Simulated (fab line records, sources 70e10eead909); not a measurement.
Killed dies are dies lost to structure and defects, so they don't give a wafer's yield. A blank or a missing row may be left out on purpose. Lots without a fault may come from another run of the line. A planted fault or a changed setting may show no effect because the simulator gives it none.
Which tool did it? | flow nand_harc | 14 lots, 42 wafers sampled, at 6 steps of a route of 1159

WHAT THE GAUGES READ, wafer by wafer
NHARC_A_ONON_D1_THK_MEAS_11: measures by ellipsometry. Usual: thk_nm 999 nm, standard deviation 11.
lot  | measured     | on            | thk_nm (nm)    | flag
L127 | day 7 14:18  | film_metro-02 | 990 992 991    |
L128 | day 8 06:36  | film_metro-02 | 1011 1013 1013 |
L129 | day 8 06:37  | film_metro-02 | 999 994 998    |
L130 | day 8 06:37  | film_metro-01 | 989 991 991    |
L131 | day 8 17:01  | film_metro-01 | 994 995 995    |
L132 | day 9 05:04  | film_metro-02 | 1006 1005 1008 |
L134 | day 9 09:19  | film_metro-02 | 989 989 989    |
L136 | day 10 01:23 | film_metro-01 | 1023 1022 1021 |
L140 | day 10 20:02 | film_metro-02 | 988 988 989    |
L143 | day 11 20:37 | film_metro-02 | 992 994 994    |
L145 | day 12 01:01 | film_metro-01 | 1011 1010 1011 |
L147 | day 12 06:55 | film_metro-01 | 988 990 992    |
L146 | day 12 06:42 | film_metro-01 | 991 991 991    |
L150 | day 13 10:59 | film_metro-02 | 993 994 993    |

NHARC_A_ONON_D1_THK_MEAS_14: measures by ellipsometry. Usual: thk_nm 998 nm, standard deviation 11.
lot  | measured     | on            | thk_nm (nm)    | flag
L127 | day 7 14:52  | film_metro-02 | 992 993 991    |
L128 | day 8 07:10  | film_metro-01 | 994 994 995    |
L129 | day 8 07:11  | film_metro-01 | 1001 1003 1002 |
L130 | day 8 07:11  | film_metro-02 | 992 994 992    |
L131 | day 8 17:47  | film_metro-02 | 993 994 996    |
L132 | day 9 05:38  | film_metro-02 | 993 995 993    |
L134 | day 9 09:53  | film_metro-01 | 987 985 987    |
L136 | day 10 01:57 | film_metro-01 | 989 988 988    |
L140 | day 10 20:36 | film_metro-01 | 1014 1013 1014 |
L143 | day 11 21:11 | film_metro-01 | 579 577 578    | OFF
L145 | day 12 01:35 | film_metro-02 | 1013 1012 1010 |
L147 | day 12 07:29 | film_metro-02 | 593 592 594    | OFF
L146 | day 12 07:16 | film_metro-01 | 1005 1005 1006 |
L150 | day 13 11:32 | film_metro-02 | 984 984 984    |

NHARC_END_SORT_01. Usual: killed_at_array 26, standard deviation 9.7; killed_at_other 1.0, standard deviation 1.2; killed_at_periphery 3.9, standard deviation 2.6; killed_dies 31, standard deviation 9.7; killed_open 3.2, standard deviation 1.8; killed_short 2.0, standard deviation 1.3.
lot  | measured     | on        | killed_at_array | killed_at_other | killed_at_periphery | killed_dies | killed_open | killed_short | flag
L143 | day 23 15:46 | prober-01 | 674 675 670     | 1 1 2           | 2 1 5               | 677 677 677 | 2 4 2       | 0 1 2        | OFF
L147 | day 24 08:17 | prober-02 | 672 663 677     | 1 6 0           | 4 8 0               | 677 677 677 | 3 2 3       | 2 2 2        | OFF

WHICH TOOL RAN EACH LOT (tool, then ch and the chambers of the sampled wafers, then the start)
lot  | NHARC_P_BONDPAD_DEGAS_25     | NHARC_P_BONDPAD_PVD_17                  | NHARC_A_ONON_D1_DEP_12
L127 | pvd_sputter-03, day 6 10:11  | pvd_sputter-03, day 7 14:18 or earlier  | pecvd_onon-02 ch 0, day 7 14:25
L128 | pvd_sputter-03, day 7 00:26  | pvd_sputter-03, day 8 06:36 or earlier  | pecvd_onon-02 ch 0, day 8 06:43
L129 | pvd_sputter-03, day 7 02:27  | pvd_sputter-03, day 8 06:37 or earlier  | pecvd_onon-04 ch 0, day 8 06:40
L130 | pvd_sputter-03, day 7 02:33  | pvd_sputter-03, day 8 06:37 or earlier  | pecvd_onon-03 ch 0, day 8 06:44
L131 | pvd_sputter-01, day 7 12:02  | pvd_sputter-01, day 8 17:01 or earlier  | pecvd_onon-03 ch 0, day 8 17:17
L132 | pvd_sputter-01, day 8 00:22  | pvd_sputter-01, day 9 05:04 or earlier  | pecvd_onon-02 ch 0, day 9 05:07
L134 | pvd_sputter-02, day 8 05:49  | pvd_sputter-02, day 9 09:19 or earlier  | pecvd_onon-02 ch 0, day 9 09:29
L136 | pvd_sputter-01, day 8 19:19  | pvd_sputter-01, day 10 01:23 or earlier | pecvd_onon-02 ch 0, day 10 01:26
L140 | pvd_sputter-01, day 9 18:39  | pvd_sputter-01, day 10 20:02 or earlier | pecvd_onon-02 ch 0, day 10 20:16
L143 | pvd_sputter-03, day 10 16:46 | pvd_sputter-03, day 11 20:37 or earlier | pecvd_onon-02 ch 0, day 11 20:48
L145 | pvd_sputter-01, day 10 21:44 | pvd_sputter-01, day 12 01:01 or earlier | pecvd_onon-03 ch 0, day 12 01:11
L147 | pvd_sputter-02, day 11 02:59 | pvd_sputter-02, day 12 06:55 or earlier | pecvd_onon-02 ch 0, day 12 07:08
L146 | pvd_sputter-01, day 11 04:44 | pvd_sputter-01, day 12 06:42 or earlier | pecvd_onon-04 ch 0, day 12 06:46
L150 | pvd_sputter-02, day 12 05:04 | pvd_sputter-02, day 13 10:59 or earlier | pecvd_onon-04 ch 0, day 13 11:02
- NHARC_P_BONDPAD_DEGAS_25: time 60 s.
- NHARC_P_BONDPAD_PVD_17: deposits TaN, target thk 5 nm, time 8.06 s.
- NHARC_A_ONON_D1_DEP_12: target thk 1000 nm.

WHAT THE TOOLS THEMSELVES READ (means of the sampled wafers that have a number; where no wafer has one, the mark that the record gives instead)
NHARC_P_BONDPAD_DEGAS_25. Usual: heater_power_w 478 W, standard deviation 47.
lot  | tool           | heater_power_w (W) | flag
L127 | pvd_sputter-03 | 471                |
L128 | pvd_sputter-03 | 461                |
L129 | pvd_sputter-03 | 499                |
L130 | pvd_sputter-03 | 455                |
L131 | pvd_sputter-01 | 467                |
L132 | pvd_sputter-01 | 484                |
L134 | pvd_sputter-02 | 489                |
L136 | pvd_sputter-01 | 479                |
L140 | pvd_sputter-01 | 481                |
L143 | pvd_sputter-03 | 467                |
L145 | pvd_sputter-01 | 492                |
L147 | pvd_sputter-02 | 489                |
L146 | pvd_sputter-01 | 477                |
L150 | pvd_sputter-02 | 457                |

NHARC_P_BONDPAD_PVD_17. Usual: bias_v 168.6 V, standard deviation 1.6; throttle_valve_pct 30.3 %, standard deviation 1.2.
lot  | tool           | bias_v (V) | throttle_valve_pct (%) | flag
L127 | pvd_sputter-03 | 167.9      | 31.5                   |
L128 | pvd_sputter-03 | 168.7      | 30.9                   |
L129 | pvd_sputter-03 | 168.7      | 30.7                   |
L130 | pvd_sputter-03 | 169.3      | 32.3                   |
L131 | pvd_sputter-01 | 168.2      | 29.6                   |
L132 | pvd_sputter-01 | 168.7      | 29.5                   |
L134 | pvd_sputter-02 | 169.4      | 29.7                   |
L136 | pvd_sputter-01 | 168.6      | 29.8                   |
L140 | pvd_sputter-01 | 167.9      | 29.5                   |
L143 | pvd_sputter-03 | 168.0      | 30.7                   |
L145 | pvd_sputter-01 | 168.8      | 29.1                   |
L147 | pvd_sputter-02 | 167.6      | 29.5                   |
L146 | pvd_sputter-01 | 169.8      | 29.8                   |
L150 | pvd_sputter-02 | 168.3      | 30.3                   |

NHARC_A_ONON_D1_DEP_12. Usual: n2o_flow_sccm 2001 sccm, standard deviation 6.4.
lot  | tool          | n2o_flow_sccm (sccm) | flag
L127 | pecvd_onon-02 | 1998                 |
L128 | pecvd_onon-02 | 1997                 |
L129 | pecvd_onon-04 | 1990                 |
L130 | pecvd_onon-03 | 1994                 |
L131 | pecvd_onon-03 | 2004                 |
L132 | pecvd_onon-02 | 2007                 |
L134 | pecvd_onon-02 | 1999                 |
L136 | pecvd_onon-02 | 2000                 |
L140 | pecvd_onon-02 | 2005                 |
L143 | pecvd_onon-02 | 2008                 |
L145 | pecvd_onon-03 | 2000                 |
L147 | pecvd_onon-02 | 1997                 |
L146 | pecvd_onon-04 | 2001                 |
L150 | pecvd_onon-04 | 2000                 |

THE ANSWER, worked out from the rows above alone
Rule: a lot is off if the mean of its wafers that have a number lies more than 3 standard deviations from the usual mean. A lot without any number at a reading at which 4 lots or more have one is off too. The other lots that the step has rows for count as sound. The gauges are gone through in route order, then the tools' own readings, and for those a lot's mean is taken as printed above. The first step at which some lot is off is used, and at that step the reading that is off furthest; a lot without a number counts as furthest.
Off: L143, L147, at NHARC_A_ONON_D1_THK_MEAS_14 (thk_nm).
A tool fits if, at a process step before that reading, it ran every lot that is off, and no sound lot after the first of them. The gauges at NHARC_A_ONON_D1_THK_MEAS_14 aren't tried: what is off there is off at NHARC_END_SORT_01 too, on other tools, and a gauge's error can't cause that. NHARC_P_BONDPAD_PVD_17 gives no start for some lots, so the hours and the order of its lots are those of NHARC_A_ONON_D1_THK_MEAS_11. One fits: pecvd_onon-02 at NHARC_A_ONON_D1_DEP_12. Its last sound lot is L140 (day 10 20:16), its first lot that is off L143 (day 11 20:48): a fault that began between those two fits.

WHAT THE SIMULATOR HAD PUT IN
Process parameter drift: pecvd_onon-02, from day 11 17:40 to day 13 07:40, at NHARC_A_ONON_D1_DEP_12. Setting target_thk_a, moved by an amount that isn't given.
Lots struck among those shown: L143, L147. The rule above found the same.
